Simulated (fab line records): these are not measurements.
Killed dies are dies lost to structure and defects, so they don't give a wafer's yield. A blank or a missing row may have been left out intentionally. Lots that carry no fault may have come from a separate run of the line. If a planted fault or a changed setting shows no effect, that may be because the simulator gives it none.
Comparing a struck lot with a sound one    flow nand-harc    15 steps out of a route of 1302
Sound: these wafers, L219.1, L219.3, L219.6. Struck: wafers L227.1, L227.2, L227.6. The cause is given at the end.
Order at every step that has rows: each side's tool, ch and its chambers, its first start. Under that, the readings that differ: sound wafers    struck wafers    difference of the means    sigmas: that difference in standard deviations of wafers without a fault.
alike: readings whose means differ by less than 2 such deviations, and words and numbers that are the same on both sides. not compared: withheld readings, readings that some wafer has no value for, bounds like >300 that may hide the same value, and numbers for which the record gives no deviation and whose values overlap.
Wherever a step has rows on one side only, a row that says differs or no value, or a row with sigmas, the two part there. Numbers that don't overlap but have no deviation are shown without sigmas and don't part them. Lack of a reading on every wafer of one side parts them only where that side has two or more wafers.

NHARC_A_CONTACT_ETCH_132: etches the open film in C4F8/O2/Ar, time 197 s, target depth 1924 nm.
  sound on har-cap-etch-02 ch 0,1, day 26 14:56; struck on har-cap-etch-01 ch 0,1, day 30 08:19
  alike: chamber-pressure-mTorr
  not compared: rf-hours-counter-h
then, 2 steps without rows for these wafers: NHARC_A_CONTACT_ETCH_133 (etches the open film in C4F8/O2/Ar, time 374 s, target depth 1610 nm); NHARC_A_CONTACT_ETCH_91 (etches the open film in CH3F/O2, target depth 40 nm, time 85.7 s).
NHARC_A_CONTACT_ETCH_97: etches the open film in C4F6/O2, target depth 20 nm, time 10 s.
  sound: rie-diel-12 ch 2,3; struck: rie-diel-12 ch 1,2,3
  alike: chamber-pressure-mTorr, drypump-motor-current-A, oes-product-au, rf-vpp-V, showerhead-plenum-p-Torr, throttle-valve-pct
  not compared: rf-hours-counter-h
NHARC_A_CONTACT_CD_MEAS_80:
  sound on cd-sem-01, day 26 16:07; struck on cd-sem-01, day 30 09:30
  alike: cd-nm
then, 3 steps without rows for these wafers: NHARC_A_CONTACT_STRIP_103 (strips in N2/H2); NHARC_A_CONTACT_STRIP_104 (strips in CF4/CHF3); NHARC_A_CONTACT_STRIP_105 (strips in O2/COS).
NHARC_A_CONTACT_ETCH_106: etches the open film in CF4/O2, target depth 90 nm, overetch 9 nm, time 49.5 s.
  sound on rie-diel-13 ch 0,1,2, day 26 16:25; struck on rie-diel-12 ch 0,1, day 30 09:49
  alike: chamber-pressure-mTorr, drypump-motor-current-A, oes_o_777_au, oes-product-au, rf-vpp-V, showerhead-plenum-p-Torr, throttle-valve-pct
  not compared: rf-hours-counter-h
NHARC_A_CONTACT_STRIP_82: strips in O2.
  sound: rie-diel-13 ch 0,1,2; struck: rie-diel-12 ch 1,2,3
  alike: chamber-pressure-mTorr, drypump-motor-current-A, oes-product-au, rf-vpp-V, showerhead-plenum-p-Torr, throttle-valve-pct
  not compared: rf-hours-counter-h
then, 1 step without rows for these wafers: NHARC_A_CONTACT_STRIP_83 (strips in post etch residue remover, time 600 s).
NHARC_A_CONTACT_DEP_84: deposits aC, target thk 2800 nm.
  sound on acl-dep-03 ch 0, day 26 17:55; struck on acl-dep-02 ch 0, day 30 10:31
  alike: susceptor-temp-C, throttle-valve-pct
NHARC_A_CONTACT_DEP_85: deposits SiON, target thk 60 nm.
  sound on pecvd-02 ch 1,2, day 26 19:40; struck on pecvd-04 ch 1,2, day 30 12:16
  no value came back on the struck wafers for any of 5 readings (chamber-pressure-Torr (Torr), heater-power-outer-w (W) and others); on the sound wafers chamber-pressure-Torr (Torr) reads 3.490 3.507 3.496
then, 1 step without rows for these wafers: NHARC_A_CONTACT_DEHYDRATE_00 (time 120 s).
-- the record jumps here: 2 days lie between the struck wafers' starts before and after (it left off in module A_CONTACT and takes up again in module END, whose first step shown is number 1302 of the route) --
NHARC_END_SORT_01:
  sound on prober-01 ch 0, day 28 22:31; struck on prober-01 ch 0, day 32 22:42
reading          sound     struck       difference  sigmas
killed-at-array  41 48 51  670 673 668  +624        +35
killed-dies      53 57 58  677 677 677  +621        +34
  alike: killed-at-other, killed-at-periphery, killed-open, killed-short

WHERE THEY PART
At NHARC_A_CONTACT_DEP_85 first; at NHARC_END_SORT_01 last (within this record only).

WHY: whatever the simulator had introduced
Beginning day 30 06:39, the whole step at NHARC_A_CONTACT_DEP_85 was skipped on pecvd-04. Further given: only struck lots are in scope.
